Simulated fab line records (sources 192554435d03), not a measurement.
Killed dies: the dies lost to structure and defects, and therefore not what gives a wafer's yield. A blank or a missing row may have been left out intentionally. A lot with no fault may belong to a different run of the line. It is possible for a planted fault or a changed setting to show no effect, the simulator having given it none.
Matching of chambers || flow n5_finfet || N5_PASSIVATION_VIA_ETCH_13 on rie_diel-05: 4 sister chambers
The step etches SiO2 in CHF3/O2, target depth 660 nm, time 330 s. 14 wafers are shown with their chamber, then 7 later ones without.

== WAFERS PAIRED WITH THEIR CHAMBERS ==
{"wafer": "L077.1", "chamber": 3, "showerhead_plenum_p_Torr (Torr)": 2.29, "throttle_valve_pct (%)": 19.18, "oes_product_au (a.u.)": 0.62}
{"wafer": "L077.2", "chamber": 2, "showerhead_plenum_p_Torr (Torr)": 2.56, "throttle_valve_pct (%)": 18.94, "oes_product_au (a.u.)": 0.83}
{"wafer": "L077.6", "chamber": 0, "showerhead_plenum_p_Torr (Torr)": 2.34, "throttle_valve_pct (%)": 18.69, "oes_product_au (a.u.)": 0.73}
{"wafer": "L080.1", "chamber": 1, "showerhead_plenum_p_Torr (Torr)": 2.49, "throttle_valve_pct (%)": 19.19, "oes_product_au (a.u.)": 0.63}
{"wafer": "L080.5", "chamber": 1, "showerhead_plenum_p_Torr (Torr)": 2.49, "throttle_valve_pct (%)": 19.21, "oes_product_au (a.u.)": 0.63}
{"wafer": "L080.6", "chamber": 0, "showerhead_plenum_p_Torr (Torr)": 2.34, "throttle_valve_pct (%)": 18.72, "oes_product_au (a.u.)": 0.71}
{"wafer": "L084.1", "chamber": 1, "showerhead_plenum_p_Torr (Torr)": 2.48, "throttle_valve_pct (%)": 19.21, "oes_product_au (a.u.)": 0.63}
{"wafer": "L084.2", "chamber": 0, "showerhead_plenum_p_Torr (Torr)": 2.34, "throttle_valve_pct (%)": 18.71, "oes_product_au (a.u.)": 0.72}
{"wafer": "L084.6", "chamber": 1, "showerhead_plenum_p_Torr (Torr)": 2.49, "throttle_valve_pct (%)": 19.19, "oes_product_au (a.u.)": 0.64}
{"wafer": "L087.1", "chamber": 1, "showerhead_plenum_p_Torr (Torr)": 2.48, "throttle_valve_pct (%)": 19.19, "oes_product_au (a.u.)": 0.63}
{"wafer": "L087.2", "chamber": 0, "showerhead_plenum_p_Torr (Torr)": 2.34, "throttle_valve_pct (%)": 18.72, "oes_product_au (a.u.)": 0.73}
{"wafer": "L087.3", "chamber": 2, "showerhead_plenum_p_Torr (Torr)": 2.55, "throttle_valve_pct (%)": 18.97, "oes_product_au (a.u.)": 0.80}
{"wafer": "L088.1", "chamber": 3, "showerhead_plenum_p_Torr (Torr)": 2.29, "throttle_valve_pct (%)": 19.21, "oes_product_au (a.u.)": 0.62}
{"wafer": "L088.2", "chamber": 2, "showerhead_plenum_p_Torr (Torr)": 2.55, "throttle_valve_pct (%)": 18.95, "oes_product_au (a.u.)": 0.79}

SIGNATURES, as means of the wafers listed above
{"reading": "showerhead_plenum_p_Torr", "chamber 0": 2.3400, "chamber 1": 2.4860, "chamber 2": 2.5533, "chamber 3": 2.2900, "scatter within a chamber": 0.00432}
{"reading": "throttle_valve_pct", "chamber 0": 18.7100, "chamber 1": 19.1980, "chamber 2": 18.9533, "chamber 3": 19.1950, "scatter within a chamber": 0.0141}
{"reading": "oes_product_au", "chamber 0": 0.7225, "chamber 1": 0.6320, "chamber 2": 0.8067, "chamber 3": 0.6200, "scatter within a chamber": 0.0111}
Rule: for each reading, subtract the chamber's mean from the wafer's reading, divide by that reading's scatter and square the result; add these up over the readings and take the root, which gives the wafer's distance from the chamber. If the next closest chamber is less than 2 further off than the closest, the wafer can't be placed; otherwise it belongs to the closest. The scatter: take each reading less its chamber's mean, square it, sum over the shown wafers, divide by the number of wafers less the number of chambers, and take the root.

== WAFERS MISSING THEIR CHAMBER ==
{"wafer": "L088.6", "showerhead_plenum_p_Torr (Torr)": 2.34, "throttle_valve_pct (%)": 18.74, "oes_product_au (a.u.)": 0.72}
{"wafer": "L090.3", "showerhead_plenum_p_Torr (Torr)": 2.33, "throttle_valve_pct (%)": 18.75, "oes_product_au (a.u.)": 0.71}
{"wafer": "L090.5", "showerhead_plenum_p_Torr (Torr)": 2.55, "throttle_valve_pct (%)": 18.98, "oes_product_au (a.u.)": 0.77}
{"wafer": "L090.6", "showerhead_plenum_p_Torr (Torr)": 2.33, "throttle_valve_pct (%)": 18.76, "oes_product_au (a.u.)": 0.71}
{"wafer": "L093.2", "showerhead_plenum_p_Torr (Torr)": 2.48, "throttle_valve_pct (%)": 19.22, "oes_product_au (a.u.)": 0.63}
{"wafer": "L093.3", "showerhead_plenum_p_Torr (Torr)": 2.33, "throttle_valve_pct (%)": 18.75, "oes_product_au (a.u.)": 0.71}
{"wafer": "L093.4", "showerhead_plenum_p_Torr (Torr)": 2.55, "throttle_valve_pct (%)": 19.00, "oes_product_au (a.u.)": 0.79}

== WHICH CHAMBER EACH ONE RAN IN ==
{"wafer": "L088.6", "from the rows above": 0, "in truth": 0}
{"wafer": "L090.3", "from the rows above": 0, "in truth": 0}
{"wafer": "L090.5", "from the rows above": 2, "in truth": 2}
{"wafer": "L090.6", "from the rows above": 0, "in truth": 0}
{"wafer": "L093.2", "from the rows above": 1, "in truth": 1}
{"wafer": "L093.3", "from the rows above": 0, "in truth": 0}
{"wafer": "L093.4", "from the rows above": 2, "in truth": 2}
7 of 7 placed correctly. Not placeable from these rows: 0. Wrongly placed: 0.
